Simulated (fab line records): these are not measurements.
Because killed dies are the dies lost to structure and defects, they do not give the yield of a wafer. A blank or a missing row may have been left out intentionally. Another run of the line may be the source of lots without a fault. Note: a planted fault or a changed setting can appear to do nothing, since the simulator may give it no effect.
Chamber matching | flow nandHarc | NHARC_A_STAIRCASE_DESCUM_186 on rieDiel-03 has 4 sister chambers
The step chemistry O2, time 3 s. 4 wafers are shown with their chamber, then 7 later ones without.

EACH WAFER AND ITS CHAMBER
wafer  | chamber | drypumpMotorCurrentA (A)
L082.5 | 3       | 5.6
L084.1 | 2       | 5.4
L085.1 | 1       | 5.9
L085.2 | 0       | 5.2

WAFERS MISSING THEIR CHAMBER
wafer  | drypumpMotorCurrentA (A)
L085.4 | 5.6
L092.4 | 5.5
L092.5 | 5.2
L092.6 | 5.8
L094.1 | 5.4
L094.3 | 5.7
L094.4 | 5.8

WHICH CHAMBER EACH ONE RAN IN
wafer  | from the rows above     | in truth
L085.4 | 3                       | 3
L092.4 | can't be placed: 2 or 3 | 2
L092.5 | 0                       | 0
L092.6 | can't be placed: 1 or 3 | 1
L094.1 | 2                       | 2
L094.3 | can't be placed: 3 or 1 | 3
L094.4 | can't be placed: 1 or 3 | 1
Correct placement for 3 of the 7. From these rows, 4 cannot be placed; in 4 the true chamber is one of the candidates. Placed wrongly: 0.
How it was worked out, from the rows above alone: a wafer's distance from a chamber is the root of the sum, over the readings, of the square of ((its reading less the chamber's mean) divided by the reading's scatter). The wafer belongs to the nearest chamber; if the next one is less than 2 further off, it can't be placed. A chamber's mean is the mean of its shown wafers. The scatter: root of mean squared gap, hidden wafer to nearest shown wafer, with one shown wafer a chamber.
